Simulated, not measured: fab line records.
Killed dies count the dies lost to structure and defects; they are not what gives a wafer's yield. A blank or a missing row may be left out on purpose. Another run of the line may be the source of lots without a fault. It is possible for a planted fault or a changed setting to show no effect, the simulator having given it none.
Chamber matching + flow n5_finfet + rie_diel-01 running N5_BEOL_M0_SAQP_ETCH_73: 4 sister chambers
The step etches SiARC in CF4, target depth 19.5 nm, time 32.5 s. 14 wafers are shown with their chamber, then 7 later ones without.

== WAFERS WITH THEIR CHAMBER ==
| wafer  | chamber | showerhead_plenum_p_Torr (Torr) | throttle_valve_pct (%) | oes_product_au (a.u.) |
|--------|---------|---------------------------------|------------------------|-----------------------|
| L075.1 | 2       | 2.10                            | 15.3                   | 0.75                  |
| L075.4 | 0       | 2.15                            | 15.6                   | 0.68                  |
| L075.5 | 2       | 2.10                            | 15.3                   | 0.75                  |
| L076.2 | 3       | 2.20                            | 15.7                   | 0.60                  |
| L076.3 | 0       | 2.15                            | 15.5                   | 0.68                  |
| L076.6 | 1       | 2.18                            | 15.5                   | 0.73                  |
| L077.3 | 2       | 2.10                            | 15.3                   | 0.75                  |
| L077.4 | 3       | 2.20                            | 15.7                   | 0.60                  |
| L077.6 | 1       | 2.18                            | 15.5                   | 0.72                  |
| L079.1 | 2       | 2.10                            | 15.3                   | 0.74                  |
| L079.5 | 3       | 2.19                            | 15.7                   | 0.60                  |
| L079.6 | 0       | 2.15                            | 15.6                   | 0.66                  |
| L086.2 | 0       | 2.15                            | 15.6                   | 0.66                  |
| L086.3 | 1       | 2.17                            | 15.5                   | 0.71                  |

SIGNATURES (means of the wafers above)
| reading                  | chamber 0 | chamber 1 | chamber 2 | chamber 3 | scatter within a chamber |
|--------------------------|-----------|-----------|-----------|-----------|--------------------------|
| showerhead_plenum_p_Torr | 2.1500    | 2.1767    | 2.1000    | 2.1967    | 0.00365                  |
| throttle_valve_pct       | 15.575    | 15.500    | 15.300    | 15.700    | 0.0274                   |
| oes_product_au           | 0.6700    | 0.7200    | 0.7475    | 0.6000    | 0.00822                  |
Rule: a wafer's distance from a chamber is the root of the sum, over the readings, of the square of ((its reading less the chamber's mean) divided by the reading's scatter). If the next closest chamber is less than 2 further off than the closest, the wafer can't be placed; otherwise it belongs to the closest. How the scatter is found: for the shown wafers, subtract from each reading the mean of its chamber, square and add these, divide the total by (wafers less chambers), then take the root.

== WAFERS WITHOUT THEIR CHAMBER ==
| wafer  | showerhead_plenum_p_Torr (Torr) | throttle_valve_pct (%) | oes_product_au (a.u.) |
|--------|---------------------------------|------------------------|-----------------------|
| L086.5 | 2.17                            | 15.5                   | 0.71                  |
| L091.2 | 2.14                            | 15.6                   | 0.66                  |
| L091.5 | 2.17                            | 15.5                   | 0.70                  |
| L091.6 | 2.09                            | 15.3                   | 0.71                  |
| L097.1 | 2.16                            | 15.6                   | 0.70                  |
| L097.2 | 2.14                            | 15.6                   | 0.64                  |
| L097.5 | 2.16                            | 15.5                   | 0.70                  |

== WHICH CHAMBER EACH WENT THROUGH ==
| wafer  | from the rows above     | in truth |
|--------|-------------------------|----------|
| L086.5 | 1                       | 1        |
| L091.2 | 0                       | 0        |
| L091.5 | 1                       | 1        |
| L091.6 | 2                       | 2        |
| L097.1 | can't be placed: 0 or 1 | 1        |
| L097.2 | 0                       | 0        |
| L097.5 | can't be placed: 1 or 0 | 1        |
Correct placement for 5 of the 7. Cannot be placed on the basis of these rows: 2; the candidates contain the true chamber in 2. Placed wrongly: 0.
